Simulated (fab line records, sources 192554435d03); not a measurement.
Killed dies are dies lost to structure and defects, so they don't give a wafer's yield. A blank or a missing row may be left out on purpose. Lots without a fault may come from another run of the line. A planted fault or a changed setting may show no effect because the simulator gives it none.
fab line records | flow n5_finfet
record lots=11 wafers=30 last_day=17
route steps=1938 shown BEOL_M10@1509
lots that met no fault: from a run of the same line without faults
start_h: hours from the record's first day to the start of the lot's first wafer shown | wait_h: hours since the lot's step before | " the same as in the row above | L1.1+2: a row that stands for several wafers | - no value, or no start given | * or withheld: withheld | < > ~ a bound
route shown NAME@n: a module of which the file shows steps, and the number in the route of the first | usual: mean/standard deviation of fault-free wafers | same: alike in all rows | chamber/n: place in a boat | sites: the reading at each site | _std_site: their standard deviation | _edge_site: outer sites' mean less inner sites' | radius_mm: how far each site lies from the wafer's centre | mask NAME#n: copy n | behind: the tool/chamber that last shaped the wafer | hold: why the lot was held/for how many hours/how that ended | device: the transistor (n, p or np) that didn't switch | end of line: the same wafers' tests at the end of the route | a step without rows: its recipe alone | killed: dies lost to structure and defects at the first sort, not the wafer's yield | map: a wafer's dies, x killed, . not, _ none there
set.NAME: the setting as run; set.NAME@STEP: as run at that earlier step | model.NAME: the simulator's own value behind a step, which no gauge read
steps of the route over a sample of lots; a table a step, a row a wafer
services: from which hour (start_h, from the record's first day; less than 0 if before it) a tool's chamber was out of use, for how many hours, and why
## steps
# step N5_BEOL_M10_VIA_ETCH_34
# recipe chemistry=C4F6/O2 target=SiCOH_lowk target_depth_a=1845 mask_material=SOC taper_deg=4 time_s=69.2 ion_energy_ev=250 pressure_mtorr=30 source_w=345 bias_w=185 Ar_flow_sccm=300 C4F6_flow_sccm=10 O2_flow_sccm=10
# usual O2_flow_sccm=10.004/0.028 bias_w=185.0/0.56 drypump_motor_current_A=5.8/0.39 oes_product_au=0.81/0.071 rf_vpp_V=668/5.9 showerhead_plenum_p_Torr=2.89/0.086 throttle_valve_pct=20.73/0.26
# columns lot.wafer tool chamber start_h wait_h O2_flow_sccm bias_w drypump_motor_current_A oes_product_au rf_hours_counter_h rf_vpp_V showerhead_plenum_p_Torr throttle_valve_pct
L163.1 rie_diel-05 1 235.16 0.0 10.031 184.7 5.7 0.71 159 675 2.96 20.71
L163.4 " 1 " " 10.027 185.0 5.7 0.71 - 675 2.96 20.72
L163.5 " 2 " " 10.008 184.8 5.8 0.87 - 665 2.88 20.28
L165.2 rie_diel-05 1 237.12 0.0 10.013 184.2 5.7 0.72 160 673 2.96 20.71
L165.3 " 2 " " 9.982 185.3 5.8 0.87 45 664 2.88 20.28
L165.4 " 1 " " 9.995 185.3 5.7 0.70 - 675 2.96 20.72
L164.3 rie_diel-06 0 238.44 0.0 9.995 184.7 5.9 0.72 174 656 2.83 20.72
L164.5 " 2 " " 9.985 185.1 5.6 0.75 - 661 2.72 20.95
L164.6 " 1 " " 9.996 185.9 6.4 0.84 - 666 2.99 20.82
L168.3 rie_diel-05 3 256.47 0.0 10.031 185.3 5.9 0.95 5 669 2.80 20.70
L168.4 " 0 " " 9.981 185.2 5.1 0.85 47 666 3.01 20.94
L168.5 " 0 " " 9.984 184.2 5.1 0.86 - 666 3.01 20.94
L173.3 rie_diel-04 3 285.45 0.0 10.018 185.7 5.6 0.87 46 670 2.89 20.59
L173.5 " 2 " " 9.997 185.5 5.9 0.78 - 671 2.85 21.13
L173.6 " 1 " " 10.008 185.6 6.0 0.81 - 669 2.88 20.57
L172.1 rie_diel-04 2 300.77 0.0 9.993 184.7 5.9 0.77 135 671 2.85 21.13
L172.2 " 1 " " 10.042 184.8 6.0 0.80 103 668 2.88 20.55
L172.6 " 0 " " 9.999 185.0 5.4 0.82 - 681 2.87 20.88
L176.2 rie_diel-05 2 302.98 0.0 10.003 185.0 5.8 0.84 72 665 2.87 20.33
L176.6 " 1 " " 9.981 185.0 5.6 0.70 - 675 2.94 20.76
L177.1 rie_diel-05 0 309.27 0.0 10.022 184.5 5.1 0.82 67 667 3.00 20.97
L177.4 " 3 " " 10.050 185.6 5.9 0.89 25 669 2.79 20.73
L177.6 " 0 " " 9.981 185.2 5.1 0.81 - 665 3.00 20.97
L179.2 rie_diel-05 1 317.00 0.0 10.033 184.9 5.6 0.69 193 673 2.94 20.76
L179.3 " 3 " " 10.032 184.8 5.9 0.88 29 669 2.79 20.73
L178.2 rie_diel-06 0 317.46 0.0 10.023 185.3 5.9 0.69 201 656 2.82 20.77
L178.3 " 1 " " 10.035 184.7 6.5 0.81 109 665 2.98 20.84
L185.3 rie_diel-05 0 363.12 0.0 9.984 185.2 5.1 0.81 83 666 2.99 20.99
L185.4 " 0 " " 9.992 183.7 5.0 0.80 - 665 2.99 20.98
L185.6 " 2 " " 10.021 184.9 5.8 0.81 - 665 2.86 20.35
# step N5_BEOL_M10_TRENCH_ETCH_37
# recipe chemistry=C4F6/O2 target_depth_a=1488.3 target=SiCOH_lowk time_s=48 ion_energy_ev=250 pressure_mtorr=30 source_w=345 bias_w=185 Ar_flow_sccm=300 C4F6_flow_sccm=10 O2_flow_sccm=10
# usual O2_flow_sccm=10.00/0.032 bias_w=185.0/0.6 drypump_motor_current_A=5.8/0.39 oes_product_au=0.81/0.071 rf_vpp_V=668/5.9 showerhead_plenum_p_Torr=2.89/0.086 throttle_valve_pct=20.76/0.26
# columns lot.wafer tool chamber start_h wait_h O2_flow_sccm bias_w drypump_motor_current_A oes_product_au rf_hours_counter_h rf_vpp_V showerhead_plenum_p_Torr throttle_valve_pct
L163.1 rie_diel-05 1 - - 9.98 185.5 5.6 0.72 159 675 2.96 20.74
L163.4 " 1 " " 10.02 186.4 5.6 0.72 - 674 2.96 20.74
L163.5 " 2 " " 10.00 184.3 5.8 0.86 - 665 2.88 20.31
L165.2 rie_diel-05 1 - - 10.01 185.1 5.7 0.72 160 674 2.96 20.76
L165.3 " 2 " " 9.98 184.6 5.8 0.88 45 663 2.88 20.31
L165.4 " 1 " " 9.91 185.9 5.7 0.72 - 675 2.96 20.75
L164.3 rie_diel-06 0 - - 9.97 185.7 5.9 0.72 174 656 2.83 20.75
L164.5 " 2 " " 9.98 184.6 5.6 0.74 - 661 2.72 20.97
L164.6 " 1 " " 9.94 185.2 6.5 0.83 - 666 2.99 20.85
L168.3 rie_diel-05 3 - - 10.01 184.8 5.9 0.96 5 670 2.80 20.72
L168.4 " 0 " " 9.97 184.9 5.1 0.84 47 666 3.01 20.95
L168.5 " 0 " " 10.01 185.0 5.1 0.84 - 666 3.01 20.96
L173.3 rie_diel-04 3 - - 10.01 184.6 5.6 0.86 46 670 2.89 20.60
L173.5 " 2 " " 10.05 186.1 5.9 0.77 - 670 2.85 21.16
L173.6 " 1 " " 9.99 185.0 6.0 0.80 - 668 2.88 20.58
L172.1 rie_diel-04 2 - - 10.01 184.4 5.9 0.77 135 669 2.85 21.17
L172.2 " 1 " " 10.03 186.2 6.0 0.80 103 668 2.88 20.58
L172.6 " 0 " " 9.99 185.6 5.4 0.82 - 681 2.88 20.91
L176.2 rie_diel-05 2 - - 10.02 186.1 5.8 0.83 72 665 2.87 20.36
L176.6 " 1 " " 10.01 184.6 5.6 0.70 - 675 2.94 20.78
L177.1 rie_diel-05 0 - - 9.98 184.1 5.1 0.82 67 665 3.00 21.00
L177.4 " 3 " " 9.94 184.6 5.9 0.90 25 669 2.79 20.75
L177.6 " 0 " " 10.03 184.1 5.1 0.83 - 664 3.00 20.99
L179.2 rie_diel-05 1 - - 9.96 185.2 5.7 0.69 193 675 2.94 20.81
L179.3 " 3 " " 10.00 184.6 5.9 0.90 29 668 2.79 20.76
L178.2 rie_diel-06 0 - - 10.05 186.4 5.9 0.70 201 655 2.82 20.79
L178.3 " 1 " " 10.02 185.9 6.5 0.81 109 666 2.98 20.87
L185.3 rie_diel-05 0 - - 10.01 184.4 5.1 0.80 83 666 2.99 21.01
L185.4 " 0 " " 10.02 185.0 5.1 0.80 - 664 2.99 21.02
L185.6 " 2 " " 10.07 184.3 5.8 0.80 - 664 2.86 20.37
# step N5_BEOL_M10_STRIP_77
# recipe chemistry=N2/H2 time_s=10 power_w=450 temp_c=40 pressure_mtorr=20 rf_frequency_hz=6e+07 bias_power_w=7 n2_flow_sccm=200 h2_flow_sccm=200
# usual drypump_motor_current_A=5.8/0.39 oes_product_au=0.81/0.07 rf_vpp_V=59.3/0.94 showerhead_plenum_p_Torr=2.58/0.083 throttle_valve_pct=23.4/0.32
# columns lot.wafer tool chamber start_h wait_h drypump_motor_current_A oes_product_au rf_hours_counter_h rf_vpp_V showerhead_plenum_p_Torr throttle_valve_pct
L163.1 rie_diel-05 1 - - 5.7 0.73 159 58.2 2.65 23.4
L163.4 " 1 " " 5.7 0.73 - 59.8 2.65 23.4
L163.5 " 2 " " 5.8 0.88 - 60.3 2.59 22.9
L165.2 rie_diel-05 1 - - 5.6 0.72 160 60.1 2.65 23.4
L165.3 " 2 " " 5.8 0.87 45 58.0 2.59 22.9
L165.4 " 1 " " 5.6 0.73 - 59.6 2.64 23.4
L164.3 rie_diel-06 0 - - 5.9 0.72 175 57.9 2.53 23.4
L164.5 " 2 " " 5.7 0.75 - 59.2 2.43 23.6
L164.6 " 1 " " 6.5 0.84 - 58.5 2.68 23.6
L168.3 rie_diel-05 3 - - 5.9 0.95 5 60.2 2.50 23.4
L168.4 " 0 " " 5.1 0.85 47 61.9 2.70 23.8
L168.5 " 0 " " 5.1 0.85 - 59.0 2.70 23.8
L173.3 rie_diel-04 3 - - 5.6 0.87 46 60.6 2.58 23.3
L173.5 " 2 " " 5.9 0.78 - 60.7 2.55 24.0
L173.6 " 1 " " 6.0 0.81 - 59.4 2.57 23.2
L172.1 rie_diel-04 2 - - 5.8 0.77 135 60.9 2.55 24.0
L172.2 " 1 " " 6.0 0.80 103 59.3 2.56 23.2
L172.6 " 0 " " 5.4 0.82 - 59.0 2.56 23.4
L176.2 rie_diel-05 2 - - 5.8 0.84 72 59.9 2.57 22.9
L176.6 " 1 " " 5.6 0.70 - 60.4 2.63 23.4
L177.1 rie_diel-05 0 - - 5.1 0.83 67 59.1 2.69 23.8
L177.4 " 3 " " 5.9 0.89 25 59.9 2.49 23.4
L177.6 " 0 " " 5.1 0.82 - 59.8 2.69 23.8
L179.2 rie_diel-05 1 - - 5.6 0.70 193 59.4 2.63 23.4
L179.3 " 3 " " 5.9 0.90 29 59.8 2.49 23.4
L178.2 rie_diel-06 0 - - 5.9 0.70 201 59.8 2.52 23.5
L178.3 " 1 " " 6.4 0.81 109 59.9 2.67 23.6
L185.3 rie_diel-05 0 - - 5.1 0.81 83 59.6 2.68 23.8
L185.4 " 0 " " 5.1 0.81 - 60.1 2.68 23.8
L185.6 " 2 " " 5.8 0.81 - 58.9 2.56 22.9
# step N5_BEOL_M10_CVD_75
# recipe material=Co target_thk_a=20 temp_c=withheld precursor=CCTBA/H2 pressure_torr=30 time_s=138.9
# usual run_length_s=161.7/0.52
# columns lot.wafer tool chamber start_h wait_h run_length_s
L163.1 cvd_co-01 2 236.57 0.1 160.5
L163.4 " 2 " " 161.1
L163.5 " 0 " " 161.7
L165.2 cvd_co-01 0 239.61 0.0 161.9
L165.3 " 1 " " 161.5
L165.4 " 2 " " 161.6
L164.3 cvd_co-01 2 239.70 0.1 160.7
L164.5 " 1 " " 161.6
L164.6 " 2 " " 160.9
L168.3 cvd_co-02 1 259.59 0.0 161.1
L168.4 " 0 " " 162.4
L168.5 " 1 " " 161.4
L173.3 cvd_co-02 0 288.56 0.0 162.3
L173.5 " 2 " " 161.6
L173.6 " 0 " " 162.3
L172.1 cvd_co-01 1 302.22 0.0 161.5
L172.2 " 0 " " 161.8
L172.6 " 2 " " 161.1
L176.2 cvd_co-02 0 304.48 0.0 162.3
L176.6 " 1 " " 164.6
L177.1 cvd_co-01 1 312.27 0.2 161.5
L177.4 " 0 " " 161.3
L177.6 " 2 " " 161.6
L179.2 cvd_co-02 1 318.91 0.3 161.2
L179.3 " 0 " " 165.8
L178.2 cvd_co-02 0 320.84 0.0 162.5
L178.3 " 2 " " 164.8
L185.3 cvd_co-01 1 365.05 0.1 161.6
L185.4 " 1 " " 161.4
L185.6 " 0 " " 161.6
## services
# columns tool chamber start_h hours kind
rie_diel-06 3 228.27 - clean
rie_diel-06 3 228.27 - consumable_replace:focus_ring
rie_diel-06 3 228.27 - consumable_replace:showerhead
rie_diel-06 3 228.27 22.3 scheduled_down
rie_diel-06 3 228.27 22.3 vent_cycle
cvd_co-01 - 263.62 0.5 repair
cvd_co-01 - 273.90 6.9 pm
cvd_co-02 1 278.12 4.1 repair
cvd_co-01 - 291.28 6.0 pm
cvd_co-02 - 311.75 5.6 repair
rie_diel-04 0 314.36 2.7 repair
cvd_co-01 1 333.33 - clean
cvd_co-01 1 333.33 22.0 scheduled_down
cvd_co-01 1 333.33 22.0 vent_cycle
rie_diel-05 0 344.58 14.1 repair
rie_diel-04 - 351.06 0.5 repair
rie_diel-04 0 359.64 29.0 repair
rie_diel-05 3 360.97 47.8 repair
rie_diel-05 - 365.03 0.5 repair
## key
first_sign step=N5_BEOL_M10_CVD_75 reading=run_length_s direction=up sigmas=6.6 usual=* struck=*
effect none on later readings
met_at N5_BEOL_M10_CVD_75
struck_lots L176,L178,L179
struck_wafers L176.6,L178.3,L179.3
not_acting_at N5_BEOL_M10_VIA_ETCH_34,N5_BEOL_M10_TRENCH_ETCH_37,N5_BEOL_M10_STRIP_77
onset_between 288.56 304.48
fault kind=process_parameter_drift tool=cvd_co-02 chamber=- onset_h=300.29 steps=N5_BEOL_M10_CVD_75 channel=time_s offset=* shape=step end_h=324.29 scope=struck_wafers_only acts_in=* stated=*
